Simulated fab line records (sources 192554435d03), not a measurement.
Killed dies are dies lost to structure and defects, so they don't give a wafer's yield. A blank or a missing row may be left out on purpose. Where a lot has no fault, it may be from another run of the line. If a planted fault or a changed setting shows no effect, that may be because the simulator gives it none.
fab line records + flow n5-finfet
record:
- lots: 3
- wafers: 9
- last-day: 16
route steps=1938 shown BEOL_M3@1011 BEOL_M4@1021 PASSIVATION@1936
lots untouched by any fault: they come from a run of this same line in which no faults occurred
start-h: hours from the record's opening day to when the first of the lot's shown wafers began + wait-h: time in hours since the lot's previous step + " unchanged from the row above + L1.1+2: several wafers, shown together as one row + - no value present, or no start provided + * or withheld: withheld + < > ~ a bound
route shown NAME@n: NAME is a module with steps in the file, n the number in the route of the first one + usual: mean and standard deviation over wafers with no fault + same: alike in all rows + chamber/n: place in a boat + sites: readings site by site + _std_site: their standard deviation + _edge_site: mean of outer sites minus mean of inner sites + radius-mm: for every site, how far away it sits from the centre of the wafer + mask NAME#n: copy n + behind: the last tool/chamber to shape the wafer + hold: cause of the lot's hold/its duration in hours/its outcome + device: names the non-switching transistor (n, p or np) + end of line: tests run on the same wafers once the route is complete + a step without rows: its recipe alone + killed: dies lost to structure and defects at the first sort, not the wafer's yield + map: a wafer's dies, x killed, . not, _ none there
set.NAME: the setting the step ran with; set.NAME@STEP: the setting that earlier step ran with + model.NAME: the simulator's own value behind a step, which no gauge read
a table for each step, a row for each wafer; lots at some steps of the route
services: a tool's chamber out of use, with start hour (start-h, from the record's first day; less than 0 if before it), hours out, and reason
== steps ==
step: N5_BEOL_M3_ECD_50
recipe:
- material: Cu
- target-thk-a: 3000
step: N5_BEOL_M3_ANNEAL_51
recipe:
- temp-c: 225
- time-s: 90
- ambient: N2
step: N5_BEOL_M3_CMP_52
recipe:
- stop-on: SiOC
- t-overpolish-s: 6.8
- down-force-psi: 1
- platen-rpm: 50
- clearing-platen-down-force-psi: 1.5
- clearing-platen-rpm: 50
- post-cmp-clean: cu-alkaline
- target-thk-nm: 40
- clearing-platen-pad-velocity-m-s: 0.99484
- pad-velocity-m-s: 0.99484
step: N5_BEOL_M3_PRE_CLEAN_60
recipe:
- gas: NH3/H2
- time-s: 15
- temp-c: *
- rf-power-w: 300
step: N5_BEOL_M3_CO_CAP_55
recipe:
- material: Co
- target-thk-a: 20
- temp-c: 200
- precursor: CCTBA/H2
- pressure-torr: 30
- time-s: 102.1
step: N5_BEOL_M3_PRE_CLEAN_56
recipe:
- gas: NH3
- time-s: 15
- temp-c: withheld
- rf-power-w: 300
step: N5_BEOL_M3_DEP_57
recipe:
- material: SiCN
- target-thk-a: 80
- temp-c: withheld
- precursor: 3MS/NH3
- pressure-torr: 3
- rf-w: 202
- time-s: 14
step: N5_BEOL_M4_ILD_DEP_00
recipe:
- material: SiOC
- target-thk-a: 790
- temp-c: 350
- precursor: DEMS/O2
- pressure-torr: 5
- rf-w: 500
- time-s: 15.3
step: N5_BEOL_M4_PECVD_72
recipe:
- material: SiO2
- target-thk-a: 160
- temp-c: 400
- precursor: TEOS/O2
- pressure-torr: 5.5
- rf-w: 450
- teos-flow-sccm: 53.8
- gas: O2
- flow-sccm: 3000
- time-s: 18
usual:
- heater-power-outer-w: 424/52
- heater-power-w: 703/76
- showerhead-plenum-p-Torr: 8.77/0.062
- throttle-valve-pct: 22.1/0.82
| lot.wafer | tool     | chamber | start-h | wait-h | heater-power-outer-w | heater-power-w | showerhead-plenum-p-Torr | throttle-valve-pct | model.SiO2_of_BEOL_M4_PECVD_72.thk-nm |
|-----------|----------|---------|---------|--------|----------------------|----------------|--------------------------|--------------------|---------------------------------------|
| L593.1    | pecvd-04 | 0       | 187.38  | 0.0    | 505                  | 852            | 8.74                     | 21.8               | 16                                    |
| L593.3    | "        | 2       | "       | "      | 377                  | 620            | 8.71                     | 22.8               | 16                                    |
| L593.4    | "        | 2       | "       | "      | 375                  | 609            | 8.69                     | 23.0               | 16.2                                  |
| L603.1    | pecvd-04 | 1       | 234.37  | 0.0    | 463                  | 748            | 8.75                     | 21.7               | 14.6                                  |
| L603.4    | "        | 0       | "       | "      | 473                  | 772            | 8.75                     | 21.6               | 15                                    |
| L603.5    | "        | 2       | "       | "      | 303                  | 514            | 8.71                     | 23.3               | 15                                    |
| L606.3    | pecvd-03 | 0       | 268.69  | 0.1    | 478                  | 793            | 8.79                     | 22.6               | 15.8                                  |
| L606.4    | "        | 1       | "       | "      | 456                  | 738            | 8.88                     | 22.0               | 16                                    |
| L606.5    | "        | 1       | "       | "      | 446                  | 739            | 8.90                     | 21.9               | 16                                    |
step: N5_BEOL_M4_HM_DEP_02
recipe:
- material: TiN
- target-thk-a: 200
- temp-c: 25
- chamber-pressure-pa: 0.49996
step: N5_BEOL_M4_COAT_61
recipe:
- resist: SOC
- temp-c: 250
- time-s: 60
- spin-rpm: 1500
- resist-thk-nm: 60
step: N5_BEOL_M4_COAT_62
recipe:
- resist: SiARC
- temp-c: 220
- time-s: 60
- spin-rpm: 1500
- resist-thk-nm: 12
step: N5_BEOL_M4_COAT_73
recipe:
- resist: underlayer
- temp-c: 205
- time-s: 60
- spin-rpm: 1500
- resist-thk-nm: 5
step: N5_BEOL_M4_COAT_05
recipe:
- resist: CAR-EUV
- spin-rpm: 1500
- resist-thk-nm: 30
step: N5_BEOL_M4_EBR_07
recipe:
- solvent: PGMEA
- ebr-width-mm: 1.5
step: N5_BEOL_M4_SOFTBAKE_06
recipe:
- temp-c: 110
- time-s: 60
- resist: CAR-EUV
step: N5_BEOL_M4_EXPOSE_08
recipe:
- mask-id: M4
- na: 0.33
- source-shape: dipole
- sigma-inner: 0.369
- sigma-outer: 0.767
- polarization: unpolarized
- dose-mj: 41.25
step: N5_BEOL_M4_PEB_09
recipe:
- peb-temp-c: 100
- peb-time-s: 60
- resist: CAR-EUV
step: N5_BEOL_M4_DEVELOP_10
recipe:
- develop-time-s: 30
- developer: TMAH
- resist: CAR-EUV
- rinse-liquid: surfactant-rinse
- dry: air-spin
- dev-temp-c: 23
step: N5_BEOL_M4_DESCUM_16
recipe:
- chemistry: O2
- time-s: 7
- source-power-w: 50
- bias-power-w: 20
- pressure-mtorr: 20
- rf-frequency-hz: 2.712e+07
- temp-c: 40
- resist: CAR-EUV
- o2-flow-sccm: 225
step: N5_BEOL_M4_ETCH_74
recipe:
- chemistry: N2/H2
- target: underlayer
- target-depth-a: 65
- mask-material: CAR-EUV
- time-s: 5.2
- ion-energy-ev: 200
- pressure-mtorr: 30
- source-w: 840
- bias-w: 150
- n2-flow-sccm: 200
- h2-flow-sccm: 200
- ends: cleared
step: N5_BEOL_M4_ETCH_63
recipe:
- chemistry: CF4
- target: SiARC
- target-depth-a: 156
- mask-material: CAR-EUV
- time-s: 26
- ion-energy-ev: 80
- pressure-mtorr: 40
- source-w: 545
- bias-w: 36
- Ar_flow_sccm: 100
- cf4-flow-sccm: 100
- ends: cleared
step: N5_BEOL_M4_ETCH_64
recipe:
- chemistry: N2/H2
- target: SOC
- target-depth-a: 750
- overetch-a: 225
- mask-material: SiARC
- temp-c: 40
- time-s: 121.9
- ion-energy-ev: 200
- pressure-mtorr: 30
- source-w: 840
- bias-w: 150
- n2-flow-sccm: 200
- h2-flow-sccm: 200
step: N5_BEOL_M4_STRIP_65
recipe:
- chemistry: N2/H2
- temp-c: 40
- n2-flow-sccm: 200
- h2-flow-sccm: 200
- rf-frequency-hz: 6e+07
step: N5_BEOL_M4_STRIP_75
recipe:
- chemistry: N2/H2
- temp-c: 40
- n2-flow-sccm: 200
- h2-flow-sccm: 200
- rf-frequency-hz: 6e+07
step: N5_BEOL_M4_STRIP_66
recipe:
- chemistry: CF4
- resist: SiARC
- power-w: 300
- bias-power-w: 75
- pressure-mtorr: 50
- cf4-flow-sccm: 150
- rf-frequency-hz: 6e+07
step: N5_BEOL_M4_HM_OPEN_17
recipe:
- chemistry: Cl2/BCl3
- target-depth-a: 200
- overetch-a: 60
- target: TiN
- mask-material: SOC
- ion-energy-ev: 150
- pressure-mtorr: 10
- icp-w: 1000
- bias-w: 126
- Cl2_flow_sccm: 53.25
- bcl3-flow-sccm: 21.75
- Ar_flow_sccm: 25
step: N5_BEOL_M4_STRIP_19
recipe:
- chemistry: O2
- power-w: 400
- temp-c: 40
- pressure-mtorr: 30
- rf-frequency-hz: 6e+07
- bias-power-w: 0
- overash-fraction: 0.2
- o2-flow-sccm: 225
step: N5_BEOL_M4_COAT_67
recipe:
- resist: SOC
- temp-c: 250
- time-s: 60
- spin-rpm: 1500
- resist-thk-nm: 60
step: N5_BEOL_M4_COAT_68
recipe:
- resist: SiARC
- temp-c: 220
- time-s: 60
- spin-rpm: 1500
- resist-thk-nm: 12
step: N5_BEOL_M4_COAT_76
recipe:
- resist: underlayer
- temp-c: 205
- time-s: 60
- spin-rpm: 1500
- resist-thk-nm: 5
step: N5_BEOL_M4_COAT_22
recipe:
- resist: CAR-EUV
- spin-rpm: 1500
- resist-thk-nm: 30
step: N5_BEOL_M4_EBR_24
recipe:
- solvent: PGMEA
- ebr-width-mm: 1.5
step: N5_BEOL_M4_SOFTBAKE_23
recipe:
- temp-c: 110
- time-s: 60
- resist: CAR-EUV
step: N5_BEOL_M4_HM_STRIP_39
recipe:
- chemistry: peroxide-tin-strip
- material: TiN
- target-depth-a: 250
- temp-c: 50
- time-s: 158
usual:
- bath-guard-temp-C: 50.1/0.54
| lot.wafer | tool         | chamber | start-h | wait-h | bath-guard-temp-C | model.SiO2_of_BEOL_M4_PECVD_72.thk-nm |
|-----------|--------------|---------|---------|--------|-------------------|---------------------------------------|
| L593.1    | wet-bench-01 | 1       | 195.91  | 0.0    | 50.5              | 15.8                                  |
| L593.3    | "            | 7       | "       | "      | 50.0              | 15.8                                  |
| L593.4    | "            | 0       | "       | "      | 50.8              | 16                                    |
| L603.1    | wet-bench-01 | 7       | 240.27  | 0.0    | 49.8              | 14.6                                  |
| L603.4    | "            | 4       | "       | "      | 50.6              | 14.8                                  |
| L603.5    | "            | 0       | "       | "      | 51.1              | 14.8                                  |
| L606.3    | wet-bench-02 | 1       | 279.62  | 0.0    | 51.0              | 15.6                                  |
| L606.4    | "            | 0       | "       | "      | 49.6              | 15.8                                  |
| L606.5    | "            | 7       | "       | "      | 50.2              | 15.8                                  |
step: N5_BEOL_M4_RC_MEAS_101
usual:
- DIBL_N: 35.8/1.5
- DIBL_P: 35.9/1.8
- IOFF_N: 0.152/0.025
- IOFF_P: 0.21/0.031
- ION_N: 672/11
- ION_P: 462/7.4
- SS_N: 71.5/0.52
- SS_P: 73.2/0.54
- VT_N: 250/3
- VT_P: -250/3.3
| lot.wafer | tool      | chamber | start-h | wait-h | DIBL_N[mV/V] | DIBL_P[mV/V] | IOFF_N[nA/um] | IOFF_P[nA/um] | ION_N[uA/um] | ION_P[uA/um] | SS_N[mV/dec] | SS_P[mV/dec] | VT_N[mV] | VT_P[mV] |
|-----------|-----------|---------|---------|--------|--------------|--------------|---------------|---------------|--------------|--------------|--------------|--------------|----------|----------|
| L593.1    | prober-01 | 0       | 199.61  | 0.1    | 35.4         | 35.9         | 0.139         | 0.17          | 662          | 449          | 72.0         | 72.9         | 251      | -252     |
| L593.3    | "         | 0       | "       | "      | 34.5         | 35.5         | 0.127         | 0.16          | 668          | 452          | 70.7         | 72.8         | 252      | -254     |
| L593.4    | "         | 0       | "       | "      | 35.1         | 35.9         | 0.136         | 0.17          | 664          | 459          | 70.7         | 73.0         | 250      | -254     |
| L603.1    | prober-01 | 0       | 246.32  | 0.0    | 35.7         | 35.7         | 0.149         | 0.20          | 672          | 463          | 71.2         | 73.1         | 250      | -252     |
| L603.4    | "         | 0       | "       | "      | 33.6         | 33.1         | 0.120         | 0.17          | 662          | 451          | 71.3         | 72.5         | 252      | -255     |
| L603.5    | "         | 0       | "       | "      | 34.6         | 34.6         | 0.135         | 0.18          | 679          | 467          | 71.5         | 72.9         | 251      | -254     |
| L606.3    | prober-01 | 0       | 285.21  | 0.3    | 35.5         | 35.8         | 0.171         | 0.21          | 661          | 456          | 71.7         | 73.2         | 246      | -249     |
| L606.4    | "         | 0       | "       | "      | 36.2         | 37.2         | 0.177         | 0.23          | 693          | 470          | 70.9         | 73.8         | 246      | -248     |
| L606.5    | "         | 0       | "       | "      | 36.6         | 37.0         | 0.176         | 0.22          | 672          | 458          | 71.3         | 74.2         | 248      | -248     |
step: N5_PASSIVATION_PROBE_49
usual:
- defect-limited-yield: 91.7/1.7
- killed_at_M0_to_M3: 34/10
- killed_at_M4_up: 13/5.1
- killed-at-contacts: 12/6.2
- killed-at-front-end: 36/12
- killed-at-other: 3.2/2.6
- killed-dies: 98/20
- killed-on-rim: 13/4.5
- killed-open: 65/13
- killed-short: 32/8.4
- sort_bin_5_function: 4.8/1.1
- sort_bin_6_memory: 3.2/0.74
- sort-n-pass: 1082/20
- sort-yield-pct: 91.7/1.7
same:
- gross-dies: 1180
- killed-at-back-side: 0
- sort_bin_4_leakage[%]: 0
- sort_bin_8_speed[%]: 0
| lot.wafer | tool      | chamber | start-h | wait-h | defect-limited-yield[%] | killed_at_M0_to_M3 | killed_at_M4_up | killed-at-contacts | killed-at-front-end | killed-at-other | killed-dies | killed-on-rim | killed-open | killed-short | sort_bin_5_function[%] | sort_bin_6_memory[%] | sort-n-pass | sort-yield-pct[%] |
|-----------|-----------|---------|---------|--------|-------------------------|--------------------|-----------------|--------------------|---------------------|-----------------|-------------|---------------|-------------|--------------|------------------------|----------------------|-------------|-------------------|
| L606.3    | prober-01 | -       | 376.59  | 0.1    | 89.7                    | 22                 | 26              | 14                 | 50                  | 9               | 121         | 13            | 78          | 43           | 5.5                    | 4.5                  | 1059        | 89.7              |
| L606.4    | prober-01 | -       | 376.64  | 0.2    | 91.9                    | 37                 | 11              | 9                  | 38                  | 1               | 96          | 6             | 66          | 28           | 4.7                    | 3.3                  | 1084        | 91.9              |
| L606.5    | prober-01 | -       | 376.69  | 0.2    | 89.0                    | 33                 | 18              | 17                 | 57                  | 5               | 130         | 19            | 88          | 41           | 6.8                    | 3.8                  | 1050        | 89.0              |
killed by level:class
L606.3 STI_FIN_REVEAL:geometric-particle:open=11 MOL_CONTACT_COAG:geometric-particle:open=11 GATE_CUT:geometric-particle:short=10 BEOL_M5:geometric-particle:open=8 BEOL_M2:geometric-particle:open=7 BEOL_M4:geometric-particle:open=7 FIN_SAQP:geometric-particle:short=6 FIN_SAQP:geometric-particle:open=5
L606.4 GATE_CUT:geometric-particle:open=9 GATE_CUT:geometric-particle:short=9 BEOL_M3:geometric-particle:open=9 MOL_CONTACT_COAG:geometric-particle:open=7 BEOL_M2:geometric-particle:open=7 STI_FIN_REVEAL:geometric-particle:open=6 BEOL_M0_SAQP:geometric-particle:open=6 BEOL_M4:geometric-particle:open=5
L606.5 FIN_SAQP:geometric-particle:open=14 MOL_CONTACT_COAG:geometric-particle:open=14 STI_FIN_REVEAL:geometric-particle:open=9 BEOL_M2:geometric-particle:open=9 BEOL_M4:geometric-particle:open=9 FIN_SAQP:geometric-particle:short=8 GATE_CUT:geometric-particle:short=7 GATE_CUT:geometric-particle:open=7
== services ==
| tool     | chamber | start-h | hours | kind           |
|----------|---------|---------|-------|----------------|
| pecvd-03 | 0       | 173.66  | 4.6   | scheduled-down |
| pecvd-03 | -       | 174.99  | 5.5   | repair         |
| pecvd-04 | 0       | 176.00  | 2.2   | repair         |
| pecvd-04 | 1       | 208.31  | 2.1   | scheduled-down |
| pecvd-04 | -       | 252.22  | 14.6  | pm             |
| pecvd-03 | 0       | 258.06  | 5.5   | scheduled-down |
== key ==
first-sign none at tools or gauges
model-effect:
- step: N5_BEOL_M4_PECVD_72
- value: SiO2_of_BEOL_M4_PECVD_72.thk-nm
- without: 16.27
- struck: 14.87
model-effect:
- step: N5_BEOL_M4_HM_STRIP_39
- value: SiO2_of_BEOL_M4_PECVD_72.thk-nm
- without: 16.13
- struck: 14.73
met-at N5_BEOL_M4_PECVD_72
struck-wafers L603.1,L603.4,L603.5
onset-between 187.38 234.37
fault:
- kind: process-parameter-drift
- tool: pecvd-04
- chamber: -
- onset-h: 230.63
- steps: N5_BEOL_M4_PECVD_72
- channel: time-s
- offset: *
- shape: step
- end-h: 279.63
- acts-in: *
- stated: *
